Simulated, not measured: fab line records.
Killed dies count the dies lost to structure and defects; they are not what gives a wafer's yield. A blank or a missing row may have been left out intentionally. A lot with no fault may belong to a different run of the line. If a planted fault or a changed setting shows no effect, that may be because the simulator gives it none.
Split-lot experiment :: flow n5-finfet :: on a route of 1938 steps: 7 lots, 21 wafers read

## THE SPLIT
At N5_PASSIVATION_ETCH_54 (etches SiO2 in CHF3/O2, target depth 880 nm, time 440 s), the setting bias-w was moved away from the recipe's 170 W on 7 of the 21 wafers read, by -17.4% to -10.2%. For the rest of the wafers, this setting stayed at what the recipe calls for.

The reading is taken at the split's own step.

## THE READING
rf-vpp-V, in V, at N5_PASSIVATION_ETCH_54 (etches SiO2 in CHF3/O2, target depth 880 nm, time 440 s). On this fab line, fault-free wafers typically give 520 V with a standard deviation of 8 V.

wafer: L075.1
tool, chamber at the split: rie-diel-06, 2
bias-w as run, W: 170
against the recipe: recipe
rf-vpp-V, V: 529
against lot-mates on the recipe: -

wafer: L075.3
tool, chamber at the split: rie-diel-06, 3
bias-w as run, W: 170
against the recipe: recipe
rf-vpp-V, V: 510
against lot-mates on the recipe: -

wafer: L075.4
tool, chamber at the split: rie-diel-06, 0
bias-w as run, W: 170
against the recipe: recipe
rf-vpp-V, V: 508
against lot-mates on the recipe: -

wafer: L084.3
tool, chamber at the split: rie-diel-01, 3
bias-w as run, W: 170
against the recipe: recipe
rf-vpp-V, V: 512
against lot-mates on the recipe: -

wafer: L084.4
tool, chamber at the split: rie-diel-01, 2
bias-w as run, W: 170
against the recipe: recipe
rf-vpp-V, V: 527
against lot-mates on the recipe: -

wafer: L084.6
tool, chamber at the split: rie-diel-01, 0
bias-w as run, W: 170
against the recipe: recipe
rf-vpp-V, V: 522
against lot-mates on the recipe: -

wafer: L083.1
tool, chamber at the split: rie-diel-06, 0
bias-w as run, W: 170
against the recipe: recipe
rf-vpp-V, V: 506
against lot-mates on the recipe: -

wafer: L083.2
tool, chamber at the split: rie-diel-06, 3
bias-w as run, W: 170
against the recipe: recipe
rf-vpp-V, V: 511
against lot-mates on the recipe: -

wafer: L083.6
tool, chamber at the split: rie-diel-06, 0
bias-w as run, W: 149.2
against the recipe: -12.2%
rf-vpp-V, V: 458
against lot-mates on the recipe: -50

wafer: L089.1
tool, chamber at the split: rie-diel-05, 1
bias-w as run, W: 146
against the recipe: -14.1%
rf-vpp-V, V: 459
against lot-mates on the recipe: no lot-mate on the recipe

wafer: L089.2
tool, chamber at the split: rie-diel-05, 3
bias-w as run, W: 146
against the recipe: -14.1%
rf-vpp-V, V: 457
against lot-mates on the recipe: no lot-mate on the recipe

wafer: L089.4
tool, chamber at the split: rie-diel-05, 0
bias-w as run, W: 146
against the recipe: -14.1%
rf-vpp-V, V: 470
against lot-mates on the recipe: no lot-mate on the recipe

wafer: L091.4
tool, chamber at the split: rie-diel-01, 1
bias-w as run, W: 170
against the recipe: recipe
rf-vpp-V, V: 525
against lot-mates on the recipe: -

wafer: L091.5
tool, chamber at the split: rie-diel-01, 0
bias-w as run, W: 140.4
against the recipe: -17.4%
rf-vpp-V, V: 447
against lot-mates on the recipe: -71

wafer: L091.6
tool, chamber at the split: rie-diel-01, 3
bias-w as run, W: 170
against the recipe: recipe
rf-vpp-V, V: 511
against lot-mates on the recipe: -

wafer: L095.3
tool, chamber at the split: rie-diel-06, 0
bias-w as run, W: 152.6
against the recipe: -10.2%
rf-vpp-V, V: 465
against lot-mates on the recipe: -53

wafer: L095.4
tool, chamber at the split: rie-diel-06, 1
bias-w as run, W: 152.6
against the recipe: -10.2%
rf-vpp-V, V: 476
against lot-mates on the recipe: -42

wafer: L095.5
tool, chamber at the split: rie-diel-06, 1
bias-w as run, W: 170
against the recipe: recipe
rf-vpp-V, V: 518
against lot-mates on the recipe: -

wafer: L097.2
tool, chamber at the split: rie-diel-06, 3
bias-w as run, W: 170
against the recipe: recipe
rf-vpp-V, V: 511
against lot-mates on the recipe: -

wafer: L097.4
tool, chamber at the split: rie-diel-06, 2
bias-w as run, W: 170
against the recipe: recipe
rf-vpp-V, V: 529
against lot-mates on the recipe: -

wafer: L097.5
tool, chamber at the split: rie-diel-06, 3
bias-w as run, W: 170
against the recipe: recipe
rf-vpp-V, V: 508
against lot-mates on the recipe: -

FIT RESULTS
A straight line over all 21 wafers: rf-vpp-V changes by +4.07 V for each +1% of bias-w; r = +0.96; the points scatter about the line by 8 V.
The same after taking each lot's own level away (the mean of its wafers on the recipe; 18 wafers): +4.25 V for each +1%; r = +0.96; scatter 7.3 V.
That fit puts the effect of the largest move of bias-w on the reading at 74 V.
The span of the lots' own levels, 508.5 to 520.3 V, comes to 1.5 times the standard deviation stated above.
So the lot-to-lot level changes the slope little: the two slopes agree.
Check: for one of the wafers moved furthest among these (-17.4%), held out of the fit, the line's prediction against its lot-mates is -77 V. It came out at -71 V against them.
Tool readings at the split's step, against how far the setting was moved: rf-vpp-V r = +0.96.

## OTHER SPLITS ON THESE WAFERS
These wafers also went through other splits before the reading. Each is held against what the fit with the lots' levels taken away leaves over:
other split on the same wafers: N5_MIM_TOP_LITHO_EXPOSE_05 dose-mj
wafers away from the commonest value: 7
r with rf-vpp-V (lot level and that fit taken away): +0.03

other split on the same wafers: N5_PASSIVATION_ETCH_15 bias-w
wafers away from the commonest value: 9
r with rf-vpp-V (lot level and that fit taken away): -0.10

other split on the same wafers: N5_PASSIVATION_AL_DEP_21 time-s
wafers away from the commonest value: 8
r with rf-vpp-V (lot level and that fit taken away): +0.02

## FILE'S OWN FIT
rf-vpp-V changes by +4.18 V for each +1% of bias-w, r = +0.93.
